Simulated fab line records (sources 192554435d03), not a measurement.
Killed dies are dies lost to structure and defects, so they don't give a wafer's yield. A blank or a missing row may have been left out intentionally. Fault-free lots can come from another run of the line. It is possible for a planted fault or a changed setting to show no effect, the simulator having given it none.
A lot that was struck, set against a sound lot / flow n5Finfet / 15 steps out of a route of 1938
Sound: the wafers L831.3, L831.4, L831.5. Struck: wafer L833.1; the same lot's L833.5 was not struck, so it is left out; see the end for the cause.
Order at every step that has rows: each side's tool, ch and its chambers, its first start. Under that, the readings that differ: sound wafers / struck wafers / difference of the means / sigmas: that difference in standard deviations of wafers without a fault.
alike: readings whose means differ by less than 2 such deviations, and words and numbers that are the same on both sides. not compared: withheld readings, readings that some wafer has no value for, bounds like >300 that may hide the same value, and numbers for which the record gives no deviation and whose values overlap.
Wherever a step has rows on one side only, a row that says differs or no value, or a row with sigmas, the two part there. When numbers do not overlap yet have no deviation, they are printed without sigmas and do not part them. Lack of a reading on every wafer of one side parts them only where that side has two or more wafers.

first, 6 steps without rows for these wafers: N5_MOL_CONTACT_COAG_COAT_78 (resist thk 40 nm); N5_MOL_CONTACT_COAG_EBR_80; N5_MOL_CONTACT_COAG_SOFTBAKE_79 (time 60 s); N5_MOL_CONTACT_COAG_EXPOSE_81 (exposes mask VG, defocus 0 nm); N5_MOL_CONTACT_COAG_PEB_82 (peb time 60 s); N5_MOL_CONTACT_COAG_DEVELOP_83 (develop time 30 s).
N5_MOL_CONTACT_COAG_CD_MEAS_84 targets a cd of 25.1 nm.
  sound on cdSem-01 ch 0, day 6 20:01; struck on cdSem-01 ch 0, day 7 07:36
  alike: cdNm
N5_MOL_CONTACT_COAG_OVL_MEAS_85:
  sound on overlay-02 ch 0, day 6 20:03; struck on overlay-01 ch 0, day 7 07:38
  alike: VG_OVL
N5_MOL_CONTACT_COAG_INSPECT_57: inspects for defects (brightfield).
  sound on defectInspect-02 at day 6 20:07; struck on defectInspect-02 at day 7 07:41
  alike: rawDefectCount
N5_MOL_CONTACT_COAG_DESCUM_88: chemistry O2, time 7 s.
  sound on rieDiel-01 ch 0,1,2, day 6 20:08; struck on rieDiel-02 ch 1, day 7 07:44
  alike: drypumpMotorCurrentA, oesProductAu, rfVppV, showerheadPlenumPTorr, throttleValvePct
  not compared: rfHoursCounterH
N5_MOL_CONTACT_COAG_ETCH_89: etches underlayer in N2/H2, target depth 13 nm, time 10.4 s.
  sound on rieDiel-01 ch 0,1,2, day 6 20:10; struck on rieDiel-02 ch 1, day 7 07:46
  alike: drypumpMotorCurrentA, etchRfOnTimeS, n2FlowSccm, oesProductAu, rfVppV, showerheadPlenumPTorr, throttleValvePct
  not compared: rfHoursCounterH
N5_MOL_CONTACT_COAG_ETCH_90: etches SiARC in CF4, target depth 13 nm, time 21.7 s.
  sound on rieDiel-01 ch 0,1,2, day 6 20:11; struck on rieDiel-02 ch 1, day 7 07:47
  alike: drypumpMotorCurrentA, etchRfOnTimeS, oesProductAu, rfVppV, showerheadPlenumPTorr, throttleValvePct
  not compared: rfHoursCounterH
N5_MOL_CONTACT_COAG_ALD_131: deposits SiO2, target thk 5 nm, pulse time 1 s, co reactant pulse time 1 s.
  sound on aldSin-01 ch 0,1,2, day 6 20:16; struck on aldSin-01 ch 0, day 7 07:56
reading=aldCycles; sound=35 35 35; struck=57; difference=+22; sigmas=
reading=model.SiO2_of_MOL_CONTACT_COAG_ALD_131.thkNm (nm); sound=5 5 5; struck=8.2; difference=+3.2; sigmas=
  alike: heaterPowerW, precursorPulseHeightRel
  not compared: sinceWetCleanH
N5_MOL_CONTACT_COAG_ETCHBACK_132: etches SiO2 in CHF3, target depth 10 nm, time 6.7 s.
  sound on rieDiel-02 ch 1,2, day 6 20:27; struck on rieDiel-06 ch 3, day 7 08:07
reading=CHF3_flow_sccm (sccm); sound=49.87 49.93 49.95; struck=50.27; difference=+0.35; sigmas=+3
reading=drypumpMotorCurrentA (A); sound=5.3 5.2 5.2; struck=5.9; difference=+0.7; sigmas=+2
  alike: oesProductAu, rfVppV, showerheadPlenumPTorr, throttleValvePct
  not compared: rfHoursCounterH
-- record jumps: 8 days separate the struck wafers' starts on either side; left off in module MOL_CONTACT_COAG, taken up again in module PASSIVATION, whose first shown step is the route's number 1936 --
N5_PASSIVATION_PROBE_49:
  sound on prober-02 at day 14 20:26; struck on prober-01 at day 14 20:20
reading=killedAtContacts; sound=13 13 14; struck=1067; difference=+1054; sigmas=+99 or more
reading=killedAtFrontEnd; sound=33 20 18; struck=60; difference=+36; sigmas=+4
reading=killedDies; sound=109 85 83; struck=1180; difference=+1088; sigmas=+60
reading=killedOnRim; sound=17 12 15; struck=152; difference=+137; sigmas=+33
  alike: killed_at_M0_to_M3, killed_at_M4_up, killedAtOther, killedOpen, killedShort

== WHERE THEY PART ==
First at N5_MOL_CONTACT_COAG_ETCHBACK_132; last, within this record, at N5_PASSIVATION_PROBE_49.

WHY: the cause the simulator had injected
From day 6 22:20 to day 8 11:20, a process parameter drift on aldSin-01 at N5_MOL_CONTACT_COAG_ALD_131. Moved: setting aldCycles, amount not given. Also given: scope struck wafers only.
